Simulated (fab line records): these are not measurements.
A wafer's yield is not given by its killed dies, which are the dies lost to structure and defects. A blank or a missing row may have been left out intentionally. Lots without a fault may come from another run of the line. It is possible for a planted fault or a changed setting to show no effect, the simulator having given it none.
Which tool was responsible? :: flow nandHarc :: Sampling: 12 lots, 36 wafers, 4 of 1302 route steps

== WHAT EACH GAUGE READ, for each wafer ==
Not one reading of a measure or inspect step in the record can be checked against a usual standard deviation.

== WHICH TOOL RAN EACH LOT (tool, then ch and the chambers of the sampled wafers, then the start) ==
lot: L776
NHARC_A_STAIRCASE_STRIP_475: rieDiel-13 ch 0,3, day 19 14:02 or earlier
NHARC_A_STAIRCASE_DEP_471: pecvd-02 ch 1,2, day 19 14:02
NHARC_A_SGD_CUT_ETCHBACK_24: rieDiel-03 ch 1,2,3, day 19 22:41
NHARC_A_SLIT_DEP_23: pecvd-01 ch 1,2, day 20 03:07

lot: L778
NHARC_A_STAIRCASE_STRIP_475: rieDiel-13 ch 0,2,3, day 20 08:00 or earlier
NHARC_A_STAIRCASE_DEP_471: pecvd-04 ch 0,1,2, day 20 08:00
NHARC_A_SGD_CUT_ETCHBACK_24: rieDiel-03 ch 1,2,3, day 20 16:11
NHARC_A_SLIT_DEP_23: pecvd-01 ch 0,2, day 20 20:34

lot: L777
NHARC_A_STAIRCASE_STRIP_475: rieDiel-12 ch 0,1,3, day 20 12:41 or earlier
NHARC_A_STAIRCASE_DEP_471: pecvd-04 ch 0,1,2, day 20 12:41
NHARC_A_SGD_CUT_ETCHBACK_24: rieDiel-02 ch 0,1,2, day 20 22:19
NHARC_A_SLIT_DEP_23: pecvd-01 ch 1,2, day 21 02:43

lot: L782
NHARC_A_STAIRCASE_STRIP_475: rieDiel-12 ch 0,1,2, day 21 15:09 or earlier
NHARC_A_STAIRCASE_DEP_471: pecvd-04 ch 0,1,2, day 21 15:09
NHARC_A_SGD_CUT_ETCHBACK_24: rieDiel-02 ch 0,1,2, day 21 23:07
NHARC_A_SLIT_DEP_23: pecvd-04 ch 0,2, day 22 04:46

lot: L781
NHARC_A_STAIRCASE_STRIP_475: rieDiel-13 ch 1,2, day 21 15:31 or earlier
NHARC_A_STAIRCASE_DEP_471: pecvd-03 ch 0,1,2, day 21 15:31
NHARC_A_SGD_CUT_ETCHBACK_24: rieDiel-03 ch 1,2,3, day 21 23:07
NHARC_A_SLIT_DEP_23: pecvd-03 ch 0,1,2, day 22 04:53

lot: L783
NHARC_A_STAIRCASE_STRIP_475: rieDiel-12 ch 0,1,2, day 22 14:28 or earlier
NHARC_A_STAIRCASE_DEP_471: pecvd-04 ch 0,1, day 22 14:28
NHARC_A_SGD_CUT_ETCHBACK_24: rieDiel-03 ch 0,2, day 22 22:17
NHARC_A_SLIT_DEP_23: pecvd-01 ch 0,2, day 23 02:45

lot: L790
NHARC_A_STAIRCASE_STRIP_475: rieDiel-12 ch 0,1,3, day 24 23:50
NHARC_A_STAIRCASE_DEP_471: pecvd-02 ch 0,1,2, day 25 00:01
NHARC_A_SGD_CUT_ETCHBACK_24: rieDiel-02 ch 0,1,2, day 25 07:49
NHARC_A_SLIT_DEP_23: pecvd-01 ch 0,1,2, day 25 12:18

lot: L789
NHARC_A_STAIRCASE_STRIP_475: rieDiel-13 ch 0,1,2, day 25 12:51 or earlier
NHARC_A_STAIRCASE_DEP_471: pecvd-02 ch 0,2, day 25 12:51
NHARC_A_SGD_CUT_ETCHBACK_24: rieDiel-03 ch 0,1,2, day 25 20:32
NHARC_A_SLIT_DEP_23: pecvd-04 ch 0,1,2, day 26 00:59

lot: L792
NHARC_A_STAIRCASE_STRIP_475: rieDiel-04 ch 1,2,3, day 27 00:16 or earlier
NHARC_A_STAIRCASE_DEP_471: pecvd-04 ch 0,1,2, day 27 00:16
NHARC_A_SGD_CUT_ETCHBACK_24: rieDiel-03 ch 0,2, day 27 08:56
NHARC_A_SLIT_DEP_23: pecvd-01 ch 0,1,2, day 27 14:04

lot: L794
NHARC_A_STAIRCASE_STRIP_475: rieDiel-13 ch 1,2,3, day 27 08:46 or earlier
NHARC_A_STAIRCASE_DEP_471: pecvd-03 ch 0,2, day 27 08:46
NHARC_A_SGD_CUT_ETCHBACK_24: rieDiel-02 ch 0,2, day 27 16:34
NHARC_A_SLIT_DEP_23: pecvd-03 ch 0,1,2, day 27 23:55

lot: L796
NHARC_A_STAIRCASE_STRIP_475: rieDiel-13 ch 0,1,3, day 27 09:01 or earlier
NHARC_A_STAIRCASE_DEP_471: pecvd-02 ch 1,2, day 27 09:01
NHARC_A_SGD_CUT_ETCHBACK_24: rieDiel-08 ch 0,1,2, day 27 16:34
NHARC_A_SLIT_DEP_23: pecvd-01 ch 1,2, day 28 01:34

lot: L798
NHARC_A_STAIRCASE_STRIP_475: rieDiel-12 ch 0,1,2, day 28 17:52 or earlier
NHARC_A_STAIRCASE_DEP_471: pecvd-02 ch 0,1, day 28 17:52
NHARC_A_SGD_CUT_ETCHBACK_24: rieDiel-03 ch 1,3, day 29 02:25
NHARC_A_SLIT_DEP_23: pecvd-03 ch 1,2, day 29 10:31
- NHARC_A_STAIRCASE_STRIP_475: strips in O2, time 20 s.
- NHARC_A_STAIRCASE_DEP_471: deposits SiO2, target thk 100 nm.
- NHARC_A_SGD_CUT_ETCHBACK_24: etches the open film in CH3F/O2, target depth 50 nm, time 92.857 s.
- NHARC_A_SLIT_DEP_23: deposits SiON, target thk 100 nm.

== WHAT THE TOOLS THEMSELVES READ (means of the sampled wafers that have a number; where no wafer has one, the mark that the record gives instead) ==
NHARC_A_STAIRCASE_STRIP_475. Usual: chamberPressureMTorr 60.00 mTorr, standard deviation 0.053; drypumpMotorCurrentA 5.6 A, standard deviation 0.48; oesProductAu 1.006 a.u., standard deviation 0.015; rfVppV 57.8 V, standard deviation 0.95; showerheadPlenumPTorr 3.51 Torr, standard deviation 0.15; throttleValvePct 17.037 %, standard deviation 0.0092.
lot: L776
tool: rieDiel-13
chamberPressureMTorr (mTorr): 59.98
drypumpMotorCurrentA (A): 5.5
oesProductAu (a.u.): 1.034
rfVppV (V): 58.3
showerheadPlenumPTorr (Torr): 3.52
throttleValvePct (%): 17.039
flag: 

lot: L778
tool: rieDiel-13
chamberPressureMTorr (mTorr): 59.97
drypumpMotorCurrentA (A): 5.4
oesProductAu (a.u.): 1.014
rfVppV (V): 57.7
showerheadPlenumPTorr (Torr): 3.46
throttleValvePct (%): 17.038
flag: 

lot: L777
tool: rieDiel-12
chamberPressureMTorr (mTorr): 60.01
drypumpMotorCurrentA (A): 5.9
oesProductAu (a.u.): 1.005
rfVppV (V): 57.8
showerheadPlenumPTorr (Torr): 3.59
throttleValvePct (%): 17.033
flag: 

lot: L782
tool: rieDiel-12
chamberPressureMTorr (mTorr): 59.98
drypumpMotorCurrentA (A): 5.6
oesProductAu (a.u.): 1.005
rfVppV (V): 57.1
showerheadPlenumPTorr (Torr): 3.58
throttleValvePct (%): 17.035
flag: 

lot: L781
tool: rieDiel-13
chamberPressureMTorr (mTorr): 59.97
drypumpMotorCurrentA (A): 6.0
oesProductAu (a.u.): 1.000
rfVppV (V): 57.0
showerheadPlenumPTorr (Torr): 3.34
throttleValvePct (%): 17.034
flag: 

lot: L783
tool: rieDiel-12
chamberPressureMTorr (mTorr): 59.99
drypumpMotorCurrentA (A): 5.6
oesProductAu (a.u.): 0.997
rfVppV (V): 57.5
showerheadPlenumPTorr (Torr): 3.57
throttleValvePct (%): 17.036
flag: 

lot: L790
tool: rieDiel-12
chamberPressureMTorr (mTorr): 59.99
drypumpMotorCurrentA (A): 5.9
oesProductAu (a.u.): 1.003
rfVppV (V): 58.3
showerheadPlenumPTorr (Torr): 3.57
throttleValvePct (%): 17.034
flag: 

lot: L789
tool: rieDiel-13
chamberPressureMTorr (mTorr): 59.96
drypumpMotorCurrentA (A): 5.5
oesProductAu (a.u.): 0.997
rfVppV (V): 58.5
showerheadPlenumPTorr (Torr): 3.59
throttleValvePct (%): 17.040
flag: 

lot: L792
tool: rieDiel-04
chamberPressureMTorr (mTorr): 59.97
drypumpMotorCurrentA (A): 5.4
oesProductAu (a.u.): 1.013
rfVppV (V): 57.5
showerheadPlenumPTorr (Torr): 3.41
throttleValvePct (%): 17.029
flag: 

lot: L794
tool: rieDiel-13
chamberPressureMTorr (mTorr): 59.99
drypumpMotorCurrentA (A): 5.9
oesProductAu (a.u.): 0.993
rfVppV (V): 57.5
showerheadPlenumPTorr (Torr): 3.52
throttleValvePct (%): 17.032
flag: 

lot: L796
tool: rieDiel-13
chamberPressureMTorr (mTorr): 60.04
drypumpMotorCurrentA (A): 5.6
oesProductAu (a.u.): 1.023
rfVppV (V): 57.9
showerheadPlenumPTorr (Torr): 3.46
throttleValvePct (%): 17.038
flag: 

lot: L798
tool: rieDiel-12
chamberPressureMTorr (mTorr): 60.00
drypumpMotorCurrentA (A): 5.6
oesProductAu (a.u.): 1.002
rfVppV (V): 57.4
showerheadPlenumPTorr (Torr): 3.55
throttleValvePct (%): 17.037
flag: 

NHARC_A_STAIRCASE_DEP_471. Usual: heaterPowerW 568 W, standard deviation 100; throttleValvePct 16.0 %, standard deviation 0.76.
lot: L776
tool: pecvd-02
heaterPowerW (W): 527
throttleValvePct (%): 15.4
flag: 

lot: L778
tool: pecvd-04
heaterPowerW (W): 534
throttleValvePct (%): 15.6
flag: 

lot: L777
tool: pecvd-04
heaterPowerW (W): 545
throttleValvePct (%): 15.9
flag: 

lot: L782
tool: pecvd-04
heaterPowerW (W): 505
throttleValvePct (%): 15.7
flag: 

lot: L781
tool: pecvd-03
heaterPowerW (W): 644
throttleValvePct (%): 16.2
flag: 

lot: L783
tool: pecvd-04
heaterPowerW (W): 653
throttleValvePct (%): 15.8
flag: 

lot: L790
tool: pecvd-02
heaterPowerW (W): 528
throttleValvePct (%): 16.4
flag: 

lot: L789
tool: pecvd-02
heaterPowerW (W): 593
throttleValvePct (%): 16.0
flag: 

lot: L792
tool: pecvd-04
heaterPowerW (W): 528
throttleValvePct (%): 16.1
flag: 

lot: L794
tool: pecvd-03
heaterPowerW (W): 543
throttleValvePct (%): 16.9
flag: 

lot: L796
tool: pecvd-02
heaterPowerW (W): 580
throttleValvePct (%): 15.2
flag: 

lot: L798
tool: pecvd-02
heaterPowerW (W): 487
throttleValvePct (%): 16.3
flag: 

NHARC_A_SGD_CUT_ETCHBACK_24. Usual: chamberPressureMTorr 24.999 mTorr, standard deviation 0.022; drypumpMotorCurrentA 5.53 A, standard deviation 0.26; oesProductAu 0.98 a.u., standard deviation 0.035; rfVppV 244.0 V, standard deviation 1.5; showerheadPlenumPTorr 2.43 Torr, standard deviation 0.096; throttleValvePct 20.664 %, standard deviation 0.0098.
lot: L776
tool: rieDiel-03
chamberPressureMTorr (mTorr): 24.992
drypumpMotorCurrentA (A): 5.58
oesProductAu (a.u.): 0.99
rfVppV (V): 243.8
showerheadPlenumPTorr (Torr): 2.40
throttleValvePct (%): 20.663
flag: 

lot: L778
tool: rieDiel-03
chamberPressureMTorr (mTorr): 25.003
drypumpMotorCurrentA (A): 5.58
oesProductAu (a.u.): 1.00
rfVppV (V): 244.4
showerheadPlenumPTorr (Torr): 2.40
throttleValvePct (%): 20.662
flag: 

lot: L777
tool: rieDiel-02
chamberPressureMTorr (mTorr): 24.987
drypumpMotorCurrentA (A): 5.53
oesProductAu (a.u.): 1.00
rfVppV (V): 243.2
showerheadPlenumPTorr (Torr): 2.40
throttleValvePct (%): 20.667
flag: 

lot: L782
tool: rieDiel-02
chamberPressureMTorr (mTorr): 25.009
drypumpMotorCurrentA (A): 5.51
oesProductAu (a.u.): 0.95
rfVppV (V): 243.7
showerheadPlenumPTorr (Torr): 2.40
throttleValvePct (%): 20.673
flag: 

lot: L781
tool: rieDiel-03
chamberPressureMTorr (mTorr): 25.022
drypumpMotorCurrentA (A): 5.60
oesProductAu (a.u.): 1.00
rfVppV (V): 244.0
showerheadPlenumPTorr (Torr): 2.40
throttleValvePct (%): 20.658
flag: 

lot: L783
tool: rieDiel-03
chamberPressureMTorr (mTorr): 25.010
drypumpMotorCurrentA (A): 5.58
oesProductAu (a.u.): 0.98
rfVppV (V): 244.3
showerheadPlenumPTorr (Torr): 2.47
throttleValvePct (%): 20.660
flag: 

lot: L790
tool: rieDiel-02
chamberPressureMTorr (mTorr): 25.038
drypumpMotorCurrentA (A): 5.52
oesProductAu (a.u.): 1.01
rfVppV (V): 243.9
showerheadPlenumPTorr (Torr): 2.40
throttleValvePct (%): 20.658
flag: 

lot: L789
tool: rieDiel-03
chamberPressureMTorr (mTorr): 24.994
drypumpMotorCurrentA (A): 5.59
oesProductAu (a.u.): 0.92
rfVppV (V): 244.0
showerheadPlenumPTorr (Torr): 2.48
throttleValvePct (%): 20.662
flag: 

lot: L792
tool: rieDiel-03
chamberPressureMTorr (mTorr): 25.021
drypumpMotorCurrentA (A): 5.48
oesProductAu (a.u.): 0.99
rfVppV (V): 245.7
showerheadPlenumPTorr (Torr): 2.54
throttleValvePct (%): 20.667
flag: 

lot: L794
tool: rieDiel-02
chamberPressureMTorr (mTorr): 24.998
drypumpMotorCurrentA (A): 5.37
oesProductAu (a.u.): 0.99
rfVppV (V): 241.3
showerheadPlenumPTorr (Torr): 2.31
throttleValvePct (%): 20.667
flag: 

lot: L796
tool: rieDiel-08
chamberPressureMTorr (mTorr): 25.017
drypumpMotorCurrentA (A): 5.48
oesProductAu (a.u.): 0.95
rfVppV (V): 243.2
showerheadPlenumPTorr (Torr): 2.39
throttleValvePct (%): 20.658
flag: 

lot: L798
tool: rieDiel-03
chamberPressureMTorr (mTorr): 25.002
drypumpMotorCurrentA (A): 5.45
oesProductAu (a.u.): 0.98
rfVppV (V): 243.5
showerheadPlenumPTorr (Torr): 2.40
throttleValvePct (%): 20.671
flag: 

NHARC_A_SLIT_DEP_23. Usual: heaterPowerW 802 W, standard deviation 130.
lot: L776
tool: pecvd-01
heaterPowerW (W): 804
flag: 

lot: L778
tool: pecvd-01
heaterPowerW (W): 719
flag: 

lot: L777
tool: pecvd-01
heaterPowerW (W): 936
flag: 

lot: L782
tool: pecvd-04
heaterPowerW (W): 769
flag: 

lot: L781
tool: pecvd-03
heaterPowerW (W): 853
flag: 

lot: L783
tool: pecvd-01
heaterPowerW (W): 878
flag: 

lot: L790
tool: pecvd-01
heaterPowerW (W): 817
flag: 

lot: L789
tool: pecvd-04
heaterPowerW (W): 771
flag: 

lot: L792
tool: pecvd-01
heaterPowerW (W): 869
flag: 

lot: L794
tool: pecvd-03
heaterPowerW (W): 864
flag: 

lot: L796
tool: pecvd-01
heaterPowerW (W): 843
flag: 

lot: L798
tool: pecvd-03
heaterPowerW (W): 1005
flag: 

== THE ANSWER, worked out from the rows above alone ==
Rule: a lot is off if the mean of its wafers that have a number lies more than 3 standard deviations from the usual mean. A lot without any number at a reading at which 4 lots or more have one is off too. The other lots that the step has rows for count as sound. First the gauges in route order, then the tools' own readings, where a lot's mean is used as printed above. At the first step where some lot is off, the reading lying furthest off is the one used; lots without a number count as furthest.
No lot is off on any of the readings shown, so nothing can be concluded from this.

== WHAT THE SIMULATOR HAD PUT IN ==
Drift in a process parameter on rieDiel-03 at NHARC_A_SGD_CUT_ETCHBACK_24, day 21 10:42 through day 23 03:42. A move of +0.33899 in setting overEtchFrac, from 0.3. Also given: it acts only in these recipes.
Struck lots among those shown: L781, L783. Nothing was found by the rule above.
